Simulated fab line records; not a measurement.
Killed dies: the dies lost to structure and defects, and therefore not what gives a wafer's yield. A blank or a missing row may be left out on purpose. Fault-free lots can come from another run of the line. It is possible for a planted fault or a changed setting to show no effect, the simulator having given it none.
fab line records | flow n5Finfet
record: lots: 13 wafers: 30 lastDay: 17
route steps=1938 shown BEOL_M7@1331 BEOL_M8@1335 PASSIVATION@1936
lots that met no fault: taken from a fault-free run of the same line
startH: start of the lot's first displayed wafer, in hours after the record's first day | waitH: time in hours since the lot's previous step | " the same as in the row above | L1.1+2: a single row standing in for several wafers | - value missing, or start not given | * or withheld: withheld | < > ~ a bound
route shown NAME@n: a module of which the file shows steps, and the number in the route of the first | usual: mean/standard deviation taken from wafers without a fault | same: alike in all rows | chamber/n: place in a boat | sites: each site's reading | _std_site: the values' standard deviation | _edge_site: the outer-site mean with the inner-site mean subtracted | radiusMm: for every site, how far away it sits from the centre of the wafer | mask NAME#n: copy n | behind: the most recent tool/chamber to have shaped the wafer | hold: cause of the lot's hold/its duration in hours/its outcome | device: whichever transistor did not switch (one of n, p or np) | end of line: at the end of the route, the tests of the same wafers | for a step that has no rows: nothing shown but its recipe | killed: at the first sort, the dies lost to defects and structure; wafer yield is something else | map: a wafer's dies, marking killed ones x, the rest . and places with no die _
set.NAME: the run value of the setting; set.NAME@STEP: its run value at that earlier step | model.NAME: the simulator's own value behind a step, which no gauge read
route steps across a sampled set of lots; one table per step, one row per wafer
services: from which hour (startH, from the record's first day; less than 0 if before it) a tool's chamber was out of use, for how many hours, and why
== steps ==
step: N5_BEOL_M7_INSPECT_58
recipe: inspectInstrument: darkfield mode: postDep
usual: rawDefectCount: 73/23
columns lot.wafer tool chamber startH waitH rawDefectCount
L535.4 defectInspect-02 - 192.69 0.0 99
L535.6 " - " " 110
L534.1 defectInspect-01 - 198.00 0.0 82
L534.4 " - " " 66
L536.2 defectInspect-01 - 210.02 0.0 40
L536.5 " - " " 93
L537.4 defectInspect-02 - 211.51 0.0 107
L537.5 " - " " 93
L537.6 " - " " 77
L538.1 defectInspect-02 - 225.52 0.0 55
L538.2 " - " " 31
L538.6 " - " " 85
L540.3 defectInspect-01 - 227.05 0.0 102
L540.4 " - " " 70
L542.1 defectInspect-02 - 236.32 0.0 102
L542.3 " - " " 146
L542.4 " - " " 101
L548.5 defectInspect-02 - 296.43 0.0 68
L548.6 " - " " 60
L549.3 defectInspect-01 - 296.52 0.0 85
L549.4 " - " " 60
L549.6 " - " " 87
L550.4 defectInspect-02 - 298.90 0.0 55
L550.5 " - " " 62
L553.3 defectInspect-02 - 300.84 0.0 60
L553.4 " - " " 50
L555.5 defectInspect-02 - 326.98 0.0 67
L555.6 " - " " 104
L556.5 defectInspect-01 - 329.74 0.0 39
L556.6 " - " " 62
step: N5_BEOL_M8_PECVD_70
recipe: material: SiO2 targetThkA: 200 tempC: 400 precursor: TEOS/O2 pressureTorr: 5.5 rfW: 450 teosFlowSccm: 53.8 gas: O2 flowSccm: 3000 timeS: 22.7
usual: chamberPressureTorr: 5.501/0.012 heaterPowerW: 689/76 showerheadPlenumPTorr: 8.80/0.051 showerheadVppV: 1342/100 throttleValvePct: 22.7/1.2
columns lot.wafer tool chamber startH waitH chamberPressureTorr heaterPowerW showerheadPlenumPTorr showerheadVppV throttleValvePct
L535.4 pecvd-04 1 193.36 0.1 5.526 692 8.79 1387 22.7
L535.6 " 0 " " 5.491 687 8.76 1461 23.8
L534.1 pecvd-01 0 198.65 0.0 5.489 660 8.80 1271 23.5
L534.4 " 0 " " 5.497 664 8.78 1242 23.8
L536.2 pecvd-01 1 210.73 0.0 5.500 708 8.83 1150 24.6
L536.5 " 1 " " 5.482 715 8.84 1134 24.3
L537.4 pecvd-04 0 212.18 0.1 5.500 745 8.79 1491 23.8
L537.5 " 0 " " 5.496 723 8.74 1479 23.7
L537.6 " 1 " " 5.491 764 8.80 1389 22.9
L538.1 pecvd-04 1 226.17 0.0 5.490 770 8.83 1373 22.7
L538.2 " 0 " " 5.504 825 8.75 1487 23.9
L538.6 " 1 " " 5.504 770 8.79 1405 22.7
L540.3 pecvd-03 2 228.12 0.0 5.505 555 8.74 1264 20.8
L540.4 " 0 " " 5.509 666 8.75 1242 21.6
L542.1 pecvd-01 1 236.97 0.0 5.515 699 8.81 1157 24.6
L542.3 " 0 " " 5.506 726 8.82 1265 23.4
L542.4 " 2 " " 5.501 633 8.81 1315 21.5
L548.5 pecvd-04 0 297.10 0.1 5.484 749 8.77 1491 24.2
L548.6 " 1 " " 5.497 784 8.79 1426 23.0
L549.3 pecvd-04 2 297.17 0.0 5.492 733 8.91 1415 21.3
L549.4 " 1 " " 5.490 634 8.81 1396 22.6
L549.6 " 0 " " 5.488 784 8.77 1467 24.3
L550.4 pecvd-03 1 299.57 0.1 5.487 512 8.76 1392 22.8
L550.5 " 2 " " 5.487 573 8.72 1307 20.6
L553.3 pecvd-01 0 301.51 0.1 5.494 783 8.81 1271 23.5
L553.4 " 1 " " 5.501 712 8.87 1159 24.5
L555.5 pecvd-04 2 327.64 0.1 5.503 769 8.92 1431 21.7
L555.6 " 1 " " 5.514 661 8.79 1402 23.0
L556.5 pecvd-01 0 330.41 0.1 5.531 667 8.81 1268 23.1
L556.6 " 1 " " 5.491 663 8.83 1165 24.5
step: N5_BEOL_M8_ETCH_61
recipe: chemistry: CF4 target: SiARC targetDepthA: 455 maskMaterial: CAR-ArF timeS: 75.8 ionEnergyEv: 80 pressureMtorr: 40 sourceW: 545 biasW: 36 Ar_flow_sccm: 100 cf4FlowSccm: 100 ends: cleared
usual: biasW: 36.00/0.11 drypumpMotorCurrentA: 5.6/0.45 etchRfOnTimeS: 75.7/2.6 oesProductAu: 0.69/0.074 rfVppV: 184.0/1 showerheadPlenumPTorr: 2.13/0.045 throttleValvePct: 15.63/0.18
columns lot.wafer tool chamber startH waitH biasW drypumpMotorCurrentA etchRfOnTimeS oesProductAu rfHoursCounterH rfVppV showerheadPlenumPTorr throttleValvePct
L535.4 rieDiel-03 2 193.92 0.0 35.91 5.4 75.6 0.60 - 185.4 2.19 15.96
L535.6 " 3 " " 35.89 5.5 70.8 0.79 - 184.3 2.18 15.50
L534.1 rieDiel-03 2 200.44 0.0 35.97 5.4 74.6 0.59 243 183.4 2.19 15.94
L534.4 " 3 " " 35.88 5.5 70.9 0.78 - 185.3 2.18 15.49
L536.2 rieDiel-04 0 212.40 0.0 36.13 4.8 74.4 0.71 87 184.6 2.16 15.48
L536.5 " 3 " " 36.01 6.3 75.9 0.59 - 185.4 2.18 15.69
L537.4 rieDiel-04 0 213.38 0.0 35.92 4.8 73.7 0.71 87 183.8 2.16 15.49
L537.5 " 1 " " 35.95 5.3 75.3 0.71 - 184.2 2.09 15.75
L537.6 " 2 " " 35.91 5.5 73.6 0.77 - 184.7 2.07 15.53
L538.1 rieDiel-05 3 226.92 0.0 35.94 5.8 78.0 0.60 194 184.6 2.13 16.03
L538.2 " 2 " " 36.00 5.3 80.0 0.63 131 183.8 2.13 15.51
L538.6 " 3 " " 36.03 5.8 78.2 0.60 - 185.5 2.13 16.03
L540.3 rieDiel-04 1 229.31 0.0 36.10 5.3 75.7 0.70 65 183.8 2.09 15.78
L540.4 " 0 " " 36.06 4.8 44.5 0.97 93 184.4 2.16 15.50
L542.1 rieDiel-03 3 239.75 0.0 35.93 5.5 71.3 0.76 50 184.3 2.18 15.53
L542.3 " 0 " " 36.07 5.8 76.8 0.78 15 183.9 2.12 15.46
L542.4 " 3 " " 35.95 5.5 71.4 0.75 - 183.5 2.18 15.55
L548.5 rieDiel-04 3 299.39 0.0 35.97 6.3 74.3 0.79 - 185.0 2.17 15.24
L548.6 " 0 " " 36.01 4.8 73.6 0.69 - 184.2 2.15 15.53
L549.3 rieDiel-05 2 299.52 0.0 35.87 5.3 80.2 0.61 155 185.0 2.12 15.55
L549.4 " 3 " " 35.94 5.8 77.4 0.58 217 183.6 2.13 16.08
L549.6 " 2 " " 36.00 5.3 80.6 0.61 - 182.5 2.13 15.55
L550.4 rieDiel-04 0 300.36 0.0 35.93 4.8 74.2 0.68 118 184.6 2.15 15.53
L550.5 " 0 " " 35.98 4.8 73.9 0.68 - 184.7 2.15 15.53
L553.3 rieDiel-04 1 302.38 0.0 36.07 5.2 75.4 0.69 91 184.3 2.08 15.82
L553.4 " 0 " " 36.03 4.8 73.5 0.69 118 184.4 2.15 15.55
L555.5 rieDiel-03 0 331.69 0.0 35.94 5.8 77.2 0.73 - 182.5 2.11 15.54
L555.6 " 1 " " 36.04 6.3 76.7 0.66 - 184.4 2.14 15.66
L556.5 rieDiel-05 0 332.20 0.0 36.11 6.0 78.7 0.57 - 182.4 2.02 15.80
L556.6 " 1 " " 36.10 5.3 74.9 0.71 - 184.3 2.17 15.71
step: N5_BEOL_M8_HM_OPEN_17
recipe: chemistry: Cl2/BCl3 targetDepthA: 200 overetchA: 60 target: TiN maskMaterial: SOC ionEnergyEv: 150 pressureMtorr: 10 icpW: 1000 biasW: 126 Cl2_flow_sccm: 53.25 bcl3FlowSccm: 21.75 Ar_flow_sccm: 25
usual: biasW: 126.0/0.37 drypumpMotorCurrentA: 5.6/0.61 mfcCl2Sccm: 53.24/0.17 oesProductAu: 0.65/0.081 throttleValvePct: 22.1/0.32
columns lot.wafer tool chamber startH waitH biasW drypumpMotorCurrentA mfcCl2Sccm oesProductAu rfHoursCounterH throttleValvePct
L535.4 rieMetal-02 0 194.16 0.1 125.7 5.5 53.09 0.70 - 22.1
L535.6 " 1 " " 125.7 5.0 53.24 0.57 - 21.8
L534.1 rieMetal-01 0 200.68 0.0 126.3 5.0 53.07 0.56 100 22.6
L534.4 " 0 " " 126.0 5.0 53.17 0.56 - 22.6
L536.2 rieMetal-02 0 212.64 0.0 126.3 5.5 53.53 0.68 33 22.1
L536.5 " 1 " " 126.6 5.0 53.16 0.56 - 21.8
L537.4 rieMetal-02 0 213.65 0.1 126.2 5.5 53.33 0.68 - 22.1
L537.5 " 1 " " 125.8 5.0 53.31 0.57 - 21.8
L537.6 " 0 " " 125.7 5.5 53.17 0.69 - 22.1
L538.1 rieMetal-02 1 227.16 0.0 125.5 5.0 53.08 0.57 91 21.8
L538.2 " 1 " " 126.1 5.0 53.36 0.57 - 21.8
L538.6 " 1 " " 125.6 5.0 53.39 0.57 - 21.8
L540.3 rieMetal-01 1 229.58 0.1 125.6 6.6 53.26 0.74 - 21.9
L540.4 " 0 " " 126.1 5.0 53.13 0.55 - 22.6
L542.1 rieMetal-03 0 239.99 0.0 125.6 5.9 52.97 0.71 27 21.6
L542.3 " 1 " " 126.4 5.4 53.35 0.77 - 22.3
L542.4 " 0 " " 125.8 5.9 53.19 0.70 - 21.6
L548.5 rieMetal-01 1 299.66 0.1 125.2 6.6 53.26 0.72 - 21.9
L548.6 " 0 " " 125.8 5.0 53.12 0.55 - 22.6
L549.3 rieMetal-03 0 299.80 0.1 126.2 5.9 53.34 0.69 - 21.6
L549.4 " 1 " " 125.9 5.4 52.96 0.74 - 22.3
L549.6 " 0 " " 126.5 5.9 53.32 0.69 - 21.6
L550.4 rieMetal-03 1 300.63 0.1 126.8 5.5 53.12 0.73 - 22.3
L550.5 " 1 " " 126.0 5.4 53.19 0.73 - 22.3
L553.3 rieMetal-01 1 302.65 0.1 126.5 6.6 53.03 0.71 - 22.0
L553.4 " 0 " " 126.1 5.0 53.14 0.54 - 22.6
L555.5 rieMetal-01 1 331.97 0.1 126.1 6.6 53.40 0.71 - 21.9
L555.6 " 0 " " 125.8 5.0 53.47 0.54 - 22.6
L556.5 rieMetal-02 0 332.47 0.1 125.6 5.5 53.20 0.67 - 22.1
L556.6 " 1 " " 125.7 5.0 53.26 0.55 - 21.8
step: N5_PASSIVATION_PROBE_49
usual: defectLimitedYield: 91.3/1.5 killed_at_M0_to_M3: 33/12 killed_at_M4_up: 15/5.2 killedAtContacts: 12/5.1 killedAtFrontEnd: 39/11 killedAtOther: 5/3.6 killedDies: 103/18 killedOpen: 67/13 killedShort: 33/7.8 sort_bin_5_function: 5.1/0.96 sort_bin_6_memory: 3.2/0.71 sort_bin_8_speed: 0.01/0.063 sortNPass: 1077/18
same: grossDies: 1180 killedAtBackSide: 0 sort_bin_4_leakage[%]: 0
columns lot.wafer tool chamber startH waitH defectLimitedYield[%] killed_at_M0_to_M3 killed_at_M4_up killedAtContacts killedAtFrontEnd killedAtOther killedDies killedOpen killedShort sort_bin_5_function[%] sort_bin_6_memory[%] sort_bin_8_speed[%] sortNPass
L540.4 prober-02 - 298.00 0.2 90.8 32 8 17 42 10 109 62 37 5.3 3.3 0 1071
killed by level:class
L540.4 MOL_CONTACT_COAG:geometricParticle:open=13 BEOL_M2:geometricParticle:open=10 FIN_SAQP:geometricParticle:short=9 HKMG_FIN:areaEtch=8 BEOL_M1:geometricParticle:short=6 ILD0:geometricParticle:open=5 BEOL_M1:geometricParticle:open=5 ILD0:geometricParticle:short=4
== services ==
columns tool chamber startH hours kind
rieDiel-04 2 169.75 12.7 repair
rieMetal-01 - 179.59 0.4 repair
pecvd-04 2 202.38 - clean
pecvd-04 2 202.38 - consumableReplace:showerhead
pecvd-04 2 202.38 29.0 scheduledDown
pecvd-04 2 202.38 29.0 ventCycle
rieDiel-04 2 205.62 6.8 repair
rieMetal-02 0 218.57 12.5 repair
rieDiel-04 3 229.79 - clean
rieDiel-04 3 229.79 - consumableReplace:focusRing
rieDiel-04 3 229.79 18.8 scheduledDown
rieDiel-04 3 229.79 18.8 ventCycle
rieMetal-02 - 233.20 1.2 repair
pecvd-01 1 246.46 25.7 repair
rieMetal-02 - 247.54 2.8 pm
pecvd-03 - 250.52 2.8 pm
pecvd-04 1 255.50 5.5 scheduledDown
rieDiel-05 3 257.16 2.8 repair
pecvd-04 0 260.96 16.5 scheduledDown
rieDiel-04 2 277.62 3.7 repair
pecvd-04 - 299.98 0.4 repair
rieDiel-05 - 312.87 0.5 repair
rieDiel-05 - 314.04 0.3 repair
rieDiel-03 3 328.53 19.9 repair
== key ==
firstSign: step: N5_BEOL_M8_ETCH_61 reading: etchRfOnTimeS direction: down sigmas: 12 usual: * struck: *
effect: step: N5_BEOL_M8_ETCH_61 reading: oesProductAu direction: up sigmas: 3.8 usual: 0.69 struck: 0.97
metAt N5_BEOL_M8_ETCH_61
struckLots L540
struckWafers L540.4
notActingAt N5_BEOL_M7_INSPECT_58,N5_BEOL_M8_PECVD_70,N5_BEOL_M8_HM_OPEN_17
onsetBetween 213.38 229.31
fault: kind: processParameterDrift tool: rieDiel-04 chamber: - onsetH: 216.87 steps: N5_BEOL_M8_ETCH_61 channel: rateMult offset: 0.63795 shape: step endH: 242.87 scope: struckWafersOnly
